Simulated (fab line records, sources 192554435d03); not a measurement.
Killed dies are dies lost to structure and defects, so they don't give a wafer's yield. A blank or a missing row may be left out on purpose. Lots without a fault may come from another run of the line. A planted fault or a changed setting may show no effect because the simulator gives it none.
Chamber matching | flow n5_finfet | N5_BEOL_M11_DESCUM_16 on rie_diel-05: 4 sister chambers
The step chemistry O2, time 7.9 s. 20 wafers are shown with their chamber, then 10 later ones without.

WAFERS WITH THEIR CHAMBER
wafer  | chamber | showerhead_plenum_p_Torr (Torr) | drypump_motor_current_A (A) | throttle_valve_pct (%)
L075.1 | 2       | 2.16                            | 5.2                         | 21.07
L075.2 | 3       | 1.97                            | 5.8                         | 20.45
L075.4 | 0       | 2.01                            | 5.4                         | 20.65
L080.1 | 0       | 2.00                            | 5.4                         | 20.67
L080.2 | 2       | 2.16                            | 5.3                         | 20.71
L080.6 | 0       | 2.00                            | 5.4                         | 20.68
L081.2 | 0       | 2.00                            | 5.4                         | 20.70
L081.4 | 2       | 2.16                            | 5.3                         | 20.70
L081.5 | 3       | 1.96                            | 5.7                         | 20.47
L085.2 | 2       | 2.15                            | 5.2                         | 20.71
L085.4 | 1       | 2.22                            | 6.2                         | 20.25
L085.6 | 0       | 2.00                            | 5.5                         | 20.68
L089.2 | 0       | 2.00                            | 5.4                         | 20.73
L089.4 | 3       | 1.96                            | 5.8                         | 20.48
L089.6 | 1       | 2.22                            | 6.1                         | 20.26
L091.3 | 3       | 1.96                            | 5.8                         | 20.52
L091.4 | 1       | 2.22                            | 6.2                         | 20.25
L091.5 | 0       | 2.00                            | 5.5                         | 20.69
L092.2 | 3       | 1.96                            | 5.8                         | 20.50
L092.3 | 1       | 2.22                            | 6.1                         | 20.27

SIGNATURES (means of the wafers above)
reading                  | chamber 0 | chamber 1 | chamber 2 | chamber 3 | scatter within a chamber
showerhead_plenum_p_Torr | 2.0014    | 2.2200    | 2.1575    | 1.9620    | 0.00388
drypump_motor_current_A  | 5.429     | 6.150     | 5.250     | 5.780     | 0.0514
throttle_valve_pct       | 20.6857   | 20.2575   | 20.7975   | 20.4840   | 0.0814
Rule: a wafer's distance from a chamber is the root of the sum, over the readings, of the square of ((its reading less the chamber's mean) divided by the reading's scatter). The wafer belongs to the nearest chamber; if the next one is less than 2 further off, it can't be placed. The scatter: the root of (the sum of the squares of (reading less its chamber's mean) over the shown wafers, divided by (wafers less chambers)).

WAFERS WITHOUT THEIR CHAMBER
wafer  | showerhead_plenum_p_Torr (Torr) | drypump_motor_current_A (A) | throttle_valve_pct (%)
L092.4 | 2.15                            | 5.3                         | 20.75
L094.1 | 1.96                            | 5.7                         | 20.51
L094.3 | 2.22                            | 6.1                         | 20.27
L094.5 | 2.15                            | 5.2                         | 20.75
L095.2 | 2.22                            | 6.1                         | 20.26
L095.5 | 2.15                            | 5.3                         | 20.75
L095.6 | 1.96                            | 5.7                         | 20.49
L097.4 | 1.96                            | 5.8                         | 20.51
L097.5 | 2.22                            | 6.1                         | 20.28
L097.6 | 1.99                            | 5.4                         | 20.72

WHICH CHAMBER EACH WENT THROUGH
wafer  | from the rows above | in truth
L092.4 | 2                   | 2
L094.1 | 3                   | 3
L094.3 | 1                   | 1
L094.5 | 2                   | 2
L095.2 | 1                   | 1
L095.5 | 2                   | 2
L095.6 | 3                   | 3
L097.4 | 3                   | 3
L097.5 | 1                   | 1
L097.6 | 0                   | 0
Placed correctly: 10 of 10. Can't be placed from these rows: 0. Placed wrongly: 0.
